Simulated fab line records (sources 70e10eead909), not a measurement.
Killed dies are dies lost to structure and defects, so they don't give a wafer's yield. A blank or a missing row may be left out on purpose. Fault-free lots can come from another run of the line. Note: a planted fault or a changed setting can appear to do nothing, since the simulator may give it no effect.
Which tool was responsible? -- flow nand-harc -- Sampling: 6 lots, 18 wafers, 6 of 1159 route steps

WHAT THE GAUGES SHOWED, per wafer
NHARC_END_SORT_01.
lot -- measured -- on -- killed-at-array

WHICH TOOL RAN EACH LOT (tool, then ch and the chambers of the sampled wafers, then the start)
lot,NHARC_A_CONTACT_ETCH_138,NHARC_A_CONTACT_ETCH_139,NHARC_A_CONTACT_STRIP_26,NHARC_A_CONTACT_CVD_19,NHARC_A_CONTACT_CMP_20
L958,"har-cap-etch-03 ch 0,1, day 17 15:39","har-cap-etch-03 ch 0,1, day 17 15:47","rie-diel-02 ch 1,2,3, day 17 17:31 or earlier","cvd-w-01 ch 0,1, day 17 17:31","cmp-03 ch 0,1,2, day 17 18:34"
L963,"har-cap-etch-03 ch 0,1, day 19 05:47","har-cap-etch-03 ch 0,1, day 19 05:56","rie-diel-02 ch 2,3, day 19 10:35 or earlier","cvd-w-01 ch 0,1, day 19 10:35","cmp-03 ch 0,1,3, day 19 11:16"
L967,"har-cap-etch-03 ch 0,1, day 20 01:04","har-cap-etch-03 ch 0,1, day 20 01:11","rie-diel-02 ch 1,2, day 20 03:02 or earlier","cvd-w-02 ch 0,1, day 20 03:02","cmp-03 ch 0,1,3, day 20 05:05"
L971,"har-cap-etch-02 ch 0,1, day 20 21:45","har-cap-etch-02 ch 0,1, day 20 21:55","rie-diel-02 ch 0,2,3, day 21 00:11 or earlier","cvd-w-02 ch 0,1, day 21 00:11","cmp-03 ch 1,2,3, day 21 01:06"
L975,"har-cap-etch-02 ch 0,1, day 21 16:53","har-cap-etch-02 ch 0,1, day 21 17:01","rie-diel-11 ch 0,1, day 21 23:06 or earlier","cvd-w-01 ch 0,1, day 21 23:06","cmp-04 ch 0,2,3, day 22 00:00"
L977,"har-cap-etch-01 ch 0,1, day 22 22:01","har-cap-etch-01 ch 0,1, day 22 22:09","rie-diel-02 ch 1,2,3, day 23 00:24 or earlier","cvd-w-01 ch 0,1, day 23 00:24","cmp-04 ch 1,2,3, day 23 01:20"
- NHARC_A_CONTACT_ETCH_138: etches the open film in C4F8/O2/Ar, time 132 s, target depth 1289 nm.
- NHARC_A_CONTACT_ETCH_139: etches the open film in C4F8/O2/Ar, time 137 s, target depth 590 nm.
- NHARC_A_CONTACT_STRIP_26: strips in O2.
- NHARC_A_CONTACT_CVD_19: deposits W, target thk 300 nm, time 802 s.
- NHARC_A_CONTACT_CMP_20: polishes, t overpolish 30 s, target thk 300 nm.

THE ANSWER, worked out from the rows above alone
Rule: the lots themselves supply what counts as usual. The widest of any qualifying gaps counts: lots, ordered by their means at a reading, are off when they make up no more than a third of the lots, leave a main group of 4 or more, and stand apart from it by 3 or more times the standard deviation of that group's means. If all means in a main group match to the digits the tables above print for the reading, that group is not used. A lot without any number at a reading at which 4 lots or more have one is off too. All remaining lots with rows at the step are treated as sound.
No lot is off on any of the readings shown, so nothing can be concluded from this.

WHAT THE SIMULATOR HAD PUT IN
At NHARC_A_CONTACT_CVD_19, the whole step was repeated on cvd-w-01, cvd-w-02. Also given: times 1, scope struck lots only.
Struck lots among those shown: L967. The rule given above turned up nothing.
